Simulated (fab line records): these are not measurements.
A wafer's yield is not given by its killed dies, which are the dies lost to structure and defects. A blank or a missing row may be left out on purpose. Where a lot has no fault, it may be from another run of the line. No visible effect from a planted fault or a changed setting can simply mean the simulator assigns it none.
fab line records	flow n5_finfet
[record] lots = 11	wafers = 32	last_day = 18
route steps=1938 shown BEOL_M5@1183 MIM_TOP@1835 MIM_TOP_LITHO@1850 PASSIVATION@1925
lots that met no fault: taken from a fault-free run of the same line
start_h: hours from the record's opening day to when the first of the lot's shown wafers began	wait_h: hours elapsed since this lot's preceding step	" repeats the value in the row above	L1.1+2: a row that stands for several wafers	- either no value or no given start	* or withheld: withheld	< > ~ a bound
route shown NAME@n: names a module that has steps shown in the file, with the first one's number in the route	usual: mean/standard deviation of fault-free wafers	same: alike in all rows	chamber/n: place in a boat	sites: each site's reading	_std_site: their standard deviation	_edge_site: outer sites' mean less inner sites'	radius_mm: how far each site lies from the wafer's centre	mask NAME#n: copy n	behind: the last tool/chamber to shape the wafer	hold: why the lot was held/for how many hours/how that ended	device: the transistor (n, p or np) that didn't switch	end of line: tests run on the same wafers once the route is complete	a step with no rows: only its recipe	killed: the dies lost at the first sort to structure and to defects; this is not the yield of the wafer	map: a wafer's dies, x killed, . not, _ none there
set.NAME: the run value of the setting; set.NAME@STEP: its run value at that earlier step	model.NAME: the simulator's own value behind a step, which no gauge read
one table for each step of the route and one row for each wafer, over a sample of lots
services: from which hour (start_h, from the record's first day; less than 0 if before it) a tool's chamber was out of use, for how many hours, and why
[[steps]]
[step N5_BEOL_M5_SPUTTER_90]
[recipe] material = Cu	target_thk_a = 45	temp_c = -20	chamber_pressure_pa = 0.07	power_w = withheld	time_s = 8.29
[usual] throttle_valve_pct = 29.8/1.1
lot.wafer	tool	chamber	start_h	wait_h	throttle_valve_pct
L592.3	pvd_sputter-03	-	194.12	0.5	28.5
L592.5	"	-	"	"	32.1
L594.1	pvd_sputter-03	-	199.11	0.5	31.9
L594.3	"	-	"	"	28.6
L594.5	"	-	"	"	29.9
L595.2	pvd_sputter-03	-	205.53	0.5	31.7
L595.3	"	-	"	"	29.8
L595.6	"	-	"	"	28.5
L596.3	pvd_sputter-03	-	225.66	0.5	29.5
L596.5	"	-	"	"	28.7
L596.6	"	-	"	"	28.5
L604.3	pvd_sputter-02	-	273.81	0.5	31.5
L604.4	"	-	"	"	29.8
L604.5	"	-	"	"	29.5
L606.2	pvd_sputter-03	-	278.17	0.5	29.6
L606.5	"	-	"	"	28.4
L606.6	"	-	"	"	32.1
L608.1	pvd_sputter-03	-	297.75	0.5	29.7
L608.2	"	-	"	"	28.8
L608.5	"	-	"	"	29.7
L609.3	pvd_sputter-01	-	302.17	0.5	29.9
L609.4	"	-	"	"	29.6
L609.6	"	-	"	"	29.6
L611.1	pvd_sputter-01	-	323.36	0.5	31.0
L611.4	"	-	"	"	29.5
L611.6	"	-	"	"	29.8
L612.2	pvd_sputter-03	-	325.52	0.5	31.6
L612.3	"	-	"	"	28.3
L612.4	"	-	"	"	29.7
L613.1	pvd_sputter-02	-	331.99	0.6	29.9
L613.3	"	-	"	"	31.3
L613.6	"	-	"	"	31.5
[step N5_MIM_TOP_ALD_01]
[recipe] material = HfO2	target_thk_a = 56	temp_c = withheld	ald_precursor_family = Hf-amide	ald_co_reactant = O3	pulse_time_s = 1	purge_time_s = 3	co_reactant_purge_time_s = 2	co_reactant_pulse_time_s = 3	ald_cycles = 62
[usual] precursor_pulse_height_rel = 1.001/0.02
lot.wafer	tool	chamber	start_h	wait_h	precursor_pulse_height_rel
L592.3	ald_hk-02	2	-	-	0.989
L592.5	"	3	"	"	1.005
L594.1	ald_hk-03	0	-	-	1.018
L594.3	"	3	"	"	0.988
L594.5	"	2	"	"	1.002
L595.2	ald_hk-01	1	-	-	0.980
L595.3	"	2	"	"	0.996
L595.6	"	3	"	"	1.031
L596.3	ald_hk-02	1	-	-	0.992
L596.5	"	3	"	"	0.978
L596.6	"	2	"	"	1.007
L604.3	ald_hk-01	2	-	-	1.009
L604.4	"	0	"	"	1.027
L604.5	"	1	"	"	1.003
L606.2	ald_hk-03	2	-	-	0.986
L606.5	"	2	"	"	0.976
L606.6	"	1	"	"	0.953
L608.1	ald_hk-01	2	-	-	0.979
L608.2	"	3	"	"	0.999
L608.5	"	2	"	"	0.977
L609.3	ald_hk-02	2	-	-	1.022
L609.4	"	1	"	"	0.984
L609.6	"	2	"	"	1.009
L611.1	ald_hk-01	3	-	-	0.995
L611.4	"	0	"	"	1.018
L611.6	"	3	"	"	1.036
L613.1	ald_hk-02	0	-	-	1.005
L613.3	"	2	"	"	1.011
L613.6	"	1	"	"	1.033
L612.2	ald_hk-01	3	-	-	1.006
L612.3	"	0	"	"	0.975
L612.4	"	1	"	"	1.025
[step N5_MIM_TOP_LITHO_DESCUM_10]
[recipe] chemistry = O2	time_s = 7.9	source_power_w = 50	bias_power_w = 20	pressure_mtorr = 20	rf_frequency_hz = 2.712e+07	temp_c = 40	o2_flow_sccm = 225
[usual] drypump_motor_current_A = 5.6/0.44	oes_product_au = 0.81/0.071	rf_vpp_V = 243.6/1.4	showerhead_plenum_p_Torr = 2.13/0.078	throttle_valve_pct = 20.46/0.23
lot.wafer	tool	chamber	start_h	wait_h	drypump_motor_current_A	oes_product_au	rf_hours_counter_h	rf_vpp_V	showerhead_plenum_p_Torr	throttle_valve_pct
L592.3	rie_diel-03	1	288.94	0.5	5.1	0.86	36	246.0	2.20	20.19
L592.5	"	1	"	"	5.0	0.87	-	244.4	2.20	20.19
L594.1	rie_diel-03	3	292.02	0.3	5.4	0.76	124	244.1	2.19	20.45
L594.3	"	1	"	"	5.0	0.87	38	246.4	2.20	20.19
L594.5	"	0	"	"	5.5	0.70	-	241.1	1.97	20.90
L595.2	rie_diel-03	0	294.28	0.1	5.5	0.70	224	241.4	1.97	20.91
L595.3	"	3	"	"	5.4	0.75	125	245.5	2.19	20.46
L595.6	"	2	"	"	6.0	0.83	-	244.6	2.21	20.25
L596.3	rie_diel-01	2	306.94	0.5	5.9	0.88	49	245.1	2.26	20.76
L596.5	"	1	"	"	5.0	0.92	-	242.9	2.14	20.43
L596.6	"	2	"	"	5.9	0.87	-	244.9	2.26	20.76
L604.3	rie_diel-01	3	363.16	0.1	5.6	0.70	178	242.7	2.09	20.38
L604.4	"	1	"	"	5.1	0.88	32	244.0	2.14	20.45
L604.5	"	2	"	"	5.9	0.85	-	245.5	2.25	20.78
L606.2	rie_diel-05	0	367.83	0.0	4.7	0.80	97	243.1	2.12	20.26
L606.5	"	2	"	"	5.7	0.94	-	242.6	2.05	20.49
L606.6	"	3	"	"	6.3	0.83	-	242.3	2.06	20.13
L608.1	rie_diel-01	0	385.09	0.2	5.8	0.82	85	243.6	2.12	20.55
L608.2	"	2	"	"	5.9	0.84	77	245.3	2.25	20.80
L608.5	"	1	"	"	5.0	0.87	-	243.7	2.13	20.47
L609.3	rie_diel-01	0	392.13	0.4	5.8	0.80	89	244.3	2.12	20.57
L609.4	"	3	"	"	5.6	0.70	189	243.4	2.09	20.41
L609.6	"	3	"	"	5.6	0.70	-	243.1	2.09	20.38
L611.1	rie_diel-03	1	406.61	0.0	5.0	0.81	82	244.0	2.18	20.27
L611.4	"	3	"	"	5.4	0.72	-	244.8	2.17	20.53
L611.6	"	1	"	"	5.0	0.81	-	244.6	2.18	20.26
L613.1	rie_diel-03	1	410.03	0.0	5.0	0.81	84	244.8	2.18	20.27
L613.3	"	2	"	"	6.0	0.78	124	245.2	2.20	20.32
L613.6	"	3	"	"	5.4	0.73	-	244.2	2.17	20.51
L612.2	rie_diel-03	0	415.41	0.5	5.5	0.97	9	244.6	2.22	20.47
L612.3	"	2	"	"	6.0	0.77	126	244.2	2.20	20.33
L612.4	"	1	"	"	5.0	0.81	85	246.1	2.18	20.27
[step N5_PASSIVATION_CD_MEAS_44]
[recipe] target_cd_nm = 40000	landing_energy_ev = 500	detector = se_inlens
[usual] cd_nm = 40001/6.2
lot.wafer	tool	chamber	start_h	wait_h	cd_nm
L592.3	cd_sem-01	0	299.08	-	40007
L592.5	"	0	"	"	40001
L594.1	cd_sem-02	0	300.18	-	39996
L594.3	"	0	"	"	39995
L594.5	"	0	"	"	39992
L595.2	cd_sem-01	0	303.54	-	39996
L595.3	"	0	"	"	39992
L595.6	"	0	"	"	39998
L596.3	cd_sem-03	0	315.91	-	40017
L596.5	"	0	"	"	40010
L596.6	"	0	"	"	40013
L604.3	cd_sem-01	0	370.18	-	40009
L604.4	"	0	"	"	40000
L604.5	"	0	"	"	40005
L606.2	cd_sem-02	0	377.42	-	40004
L606.5	"	0	"	"	40002
L606.6	"	0	"	"	39991
L608.1	cd_sem-02	0	394.72	-	40003
L608.2	"	0	"	"	40003
L608.5	"	0	"	"	39998
L609.3	cd_sem-03	0	399.90	-	40002
L609.4	"	0	"	"	40001
L609.6	"	0	"	"	40002
L611.1	cd_sem-01	0	412.33	-	40001
L611.4	"	0	"	"	40004
L611.6	"	0	"	"	40001
L613.1	cd_sem-01	0	416.31	-	39985
L613.3	"	0	"	"	39997
L613.6	"	0	"	"	39993
L612.2	cd_sem-03	0	421.26	-	39998
L612.3	"	0	"	"	39996
L612.4	"	0	"	"	39995
[step N5_PASSIVATION_PROBE_49]
[usual] defect_limited_yield = 91.0/1.4	killed_at_M0_to_M3 = 35/10	killed_at_M4_up = 14/5.5	killed_at_contacts = 13/5.6	killed_at_front_end = 41/11	killed_at_other = 4/3.4	killed_dies = 106/16	killed_open = 68/12	killed_short = 35/7.3	sort_bin_4_leakage = 0.3/2.1	sort_bin_5_function = 5.3/0.89	sort_bin_6_memory = 3.4/0.67	sort_bin_8_speed = 0.01/0.11	sort_n_pass = 1070/28	sort_yield_pct = 90.7/2.4
[same] gross_dies = 1180	killed_at_back_side = 0
lot.wafer	tool	chamber	start_h	wait_h	defect_limited_yield[%]	killed_at_M0_to_M3	killed_at_M4_up	killed_at_contacts	killed_at_front_end	killed_at_other	killed_dies	killed_open	killed_short	sort_bin_4_leakage[%]	sort_bin_5_function[%]	sort_bin_6_memory[%]	sort_bin_8_speed[%]	sort_n_pass	sort_yield_pct[%]
L595.2	prober-02	-	307.37	0.1	89.9	17	21	11	66	4	119	66	45	0	5.9	3.1	0	1061	89.9
L595.3	prober-02	-	307.42	0.1	92.1	16	12	9	55	1	93	68	22	0	5.0	2.8	0	1087	92.1
L595.6	prober-02	-	307.57	0.3	80.8	24	122	15	58	7	226	63	45	0	11.7	4.9	0	954	80.8
L596.3	prober-01	-	319.14	0.1	89.5	41	22	10	50	1	124	82	38	0	6.1	3.9	0	1056	89.5
L596.5	prober-01	-	319.24	0.2	88.4	43	11	5	68	10	137	83	51	0	6.9	4.2	0	1043	88.4
L596.6	prober-01	-	319.29	0.3	79.2	37	138	13	56	1	245	89	39	0.9	12.5	5.7	0	924	78.3
// killed by level:class
L595.2 FIN_SAQP:geometric_particle:short=23 FIN_SAQP:geometric_particle:open=16 BEOL_M4:geometric_particle:open=13 MOL_CONTACT_COAG:geometric_particle:open=8 GATE_CUT:geometric_particle:open=6 HKMG_FIN:area_etch=6 STI_FIN_REVEAL:geometric_particle:open=5 BEOL_M2:geometric_particle:open=5
L595.3 FIN_SAQP:geometric_particle:open=24 FIN_SAQP:geometric_particle:short=10 MOL_CONTACT_COAG:geometric_particle:open=8 BEOL_M0_SAQP:geometric_particle:open=5 STARTING-WAFER:geometric_particle:open=5 DUMMY_GATE:geometric_particle:open=4 BEOL_M2:geometric_particle:open=4 STI_FIN_REVEAL:geometric_particle:open=3
L595.6 BEOL_M5:unspecified=110 FIN_SAQP:geometric_particle:short=12 MOL_CONTACT_COAG:geometric_particle:open=11 FIN_SAQP:geometric_particle:open=8 BEOL_M2:geometric_particle:open=8 GATE_CUT:geometric_particle:short=5 STARTING-WAFER:geometric_particle:open=5 HKMG_FIN:area_etch=5
L596.3 FIN_SAQP:geometric_particle:open=17 BEOL_M0_SAQP:geometric_particle:open=13 BEOL_M4:geometric_particle:open=11 FIN_SAQP:geometric_particle:short=9 BEOL_M0_SAQP:geometric_particle:short=9 BEOL_M2:geometric_particle:open=9 MOL_CONTACT_COAG:geometric_particle:open=8 GATE_CUT:geometric_particle:short=4
L596.5 FIN_SAQP:geometric_particle:short=18 STI_FIN_REVEAL:geometric_particle:open=17 FIN_SAQP:geometric_particle:open=16 BEOL_M0_SAQP:geometric_particle:open=13 BEOL_M0_SAQP:geometric_particle:short=12 BEOL_M2:geometric_particle:open=9 BEOL_M4:geometric_particle:open=6 GATE_CUT:geometric_particle:short=5
L596.6 BEOL_M5:unspecified=114 BEOL_M0_SAQP:geometric_particle:open=22 BEOL_M4:geometric_particle:open=15 FIN_SAQP:geometric_particle:short=12 FIN_SAQP:geometric_particle:open=12 MOL_CONTACT_COAG:geometric_particle:open=12 STI_FIN_REVEAL:geometric_particle:open=9 BEOL_M0_SAQP:geometric_particle:short=9
[[services]]
tool	chamber	start_h	hours	kind
rie_diel-01	3	233.35	4.4	repair
ald_hk-01	-	244.96	2.8	pm
rie_diel-05	2	248.24	5.7	repair
rie_diel-01	1	255.78	-	clean
rie_diel-01	1	255.78	-	consumable_replace:focus_ring
rie_diel-01	1	255.78	26.3	scheduled_down
rie_diel-01	1	255.78	26.3	vent_cycle
rie_diel-03	1	260.43	9.6	repair
rie_diel-03	3	273.20	6.0	repair
rie_diel-05	-	280.28	28.1	pm
ald_hk-02	-	312.49	0.5	repair
rie_diel-03	1	316.51	4.1	repair
pvd_sputter-03	-	316.53	4.6	repair
rie_diel-03	2	343.20	4.2	repair
rie_diel-03	0	353.85	-	clean
rie_diel-03	0	353.85	-	consumable_replace:focus_ring
rie_diel-03	0	353.85	-	consumable_replace:showerhead
rie_diel-03	0	353.85	22.0	scheduled_down
rie_diel-03	0	353.85	22.0	vent_cycle
pvd_sputter-02	-	361.06	3.8	repair
rie_diel-03	0	396.55	16.0	repair
pvd_sputter-01	-	402.82	1.1	repair
[[key]]
[first_sign] step = N5_PASSIVATION_PROBE_49	reading = killed_at_M4_up	direction = up	sigmas = 21	usual = 14	struck = 130
[effect] step = N5_PASSIVATION_PROBE_49	reading = defect_limited_yield	direction = down	sigmas = 7.9	usual = 91.0	struck = 80.0
[more_kills_born_at] N5_BEOL_M5_SPUTTER_90@pvd_sputter-03 = 224
met_at N5_BEOL_M5_SPUTTER_90
struck_lots L595,L596
struck_wafers L595.6,L596.6
not_acting_at N5_MIM_TOP_ALD_01,N5_MIM_TOP_LITHO_DESCUM_10,N5_PASSIVATION_CD_MEAS_44
onset_between 199.11 205.53
[fault] kind = chamber_particle_source	tool = pvd_sputter-03	chamber = -	onset_h = 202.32	steps = N5_BEOL_M5_SPUTTER_90	rate_per_visit_cm2 = 0.70877	end_h = 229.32	scope = struck_wafers_only
